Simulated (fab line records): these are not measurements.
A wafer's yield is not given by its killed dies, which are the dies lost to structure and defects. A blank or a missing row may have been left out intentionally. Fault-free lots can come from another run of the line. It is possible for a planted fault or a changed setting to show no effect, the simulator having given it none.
Chamber matching + flow nand-harc + NHARC_A_WL_FILL_ALD_02 on ald-metal-01: 4 sister chambers
The step deposits TiN, target thk 2 nm, pulse time 3 s, ald cycles 100. 14 wafers are shown with their chamber, then 7 later ones without.

== WAFERS, EACH WITH ITS CHAMBER ==
| wafer  | chamber | heater-power-w (W) | precursor-pulse-height-rel |
|--------|---------|--------------------|----------------------------|
| L502.1 | 2       | 1017               | 0.990                      |
| L502.3 | 1       | 1203               | 1.007                      |
| L502.6 | 3       | 1040               | 0.993                      |
| L506.2 | 0       | 1197               | 1.000                      |
| L506.3 | 2       | 1032               | 0.959                      |
| L506.6 | 0       | 1192               | 0.983                      |
| L512.3 | 1       | 1207               | 1.000                      |
| L512.4 | 3       | 1057               | 0.980                      |
| L512.5 | 0       | 1262               | 1.007                      |
| L511.2 | 0       | 1281               | 0.984                      |
| L511.4 | 3       | 1066               | 0.990                      |
| L511.6 | 2       | 1029               | 1.052                      |
| L515.2 | 1       | 1202               | 1.027                      |
| L515.3 | 3       | 1075               | 1.026                      |

SIGNATURES, as means of the wafers listed above
| reading                    | chamber 0 | chamber 1 | chamber 2 | chamber 3 | scatter within a chamber |
|----------------------------|-----------|-----------|-----------|-----------|--------------------------|
| heater-power-w             | 1233.00   | 1204.00   | 1026.00   | 1059.50   | 26.3                     |
| precursor-pulse-height-rel | 0.99350   | 1.01133   | 1.00033   | 0.99725   | 0.0255                   |
Rule: a wafer lies at a distance from a chamber equal to the root of the sum of squares, over the readings, of (its reading less the chamber's mean, divided by the reading's scatter). If the next closest chamber is less than 2 further off than the closest, the wafer can't be placed; otherwise it belongs to the closest. The scatter: the root of (the sum of the squares of (reading less its chamber's mean) over the shown wafers, divided by (wafers less chambers)).

== WAFERS WHOSE CHAMBER IS MISSING ==
| wafer  | heater-power-w (W) | precursor-pulse-height-rel |
|--------|--------------------|----------------------------|
| L515.4 | 1285               | 1.010                      |
| L516.3 | 1062               | 1.005                      |
| L516.4 | 1192               | 0.975                      |
| L516.6 | 1016               | 1.000                      |
| L522.2 | 1207               | 0.996                      |
| L522.3 | 1067               | 1.022                      |
| L522.5 | 1203               | 1.026                      |

== WHICH CHAMBER EACH ONE RAN IN ==
| wafer  | from the rows above     | in truth |
|--------|-------------------------|----------|
| L515.4 | can't be placed: 0 or 1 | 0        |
| L516.3 | can't be placed: 3 or 2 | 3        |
| L516.4 | can't be placed: 1 or 0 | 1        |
| L516.6 | can't be placed: 2 or 3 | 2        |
| L522.2 | can't be placed: 1 or 0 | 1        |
| L522.3 | can't be placed: 3 or 2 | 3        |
| L522.5 | can't be placed: 1 or 0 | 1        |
0 of 7 placed correctly. From these rows, 7 cannot be placed; in 7 the true chamber is one of the candidates. Placed wrongly: 0.
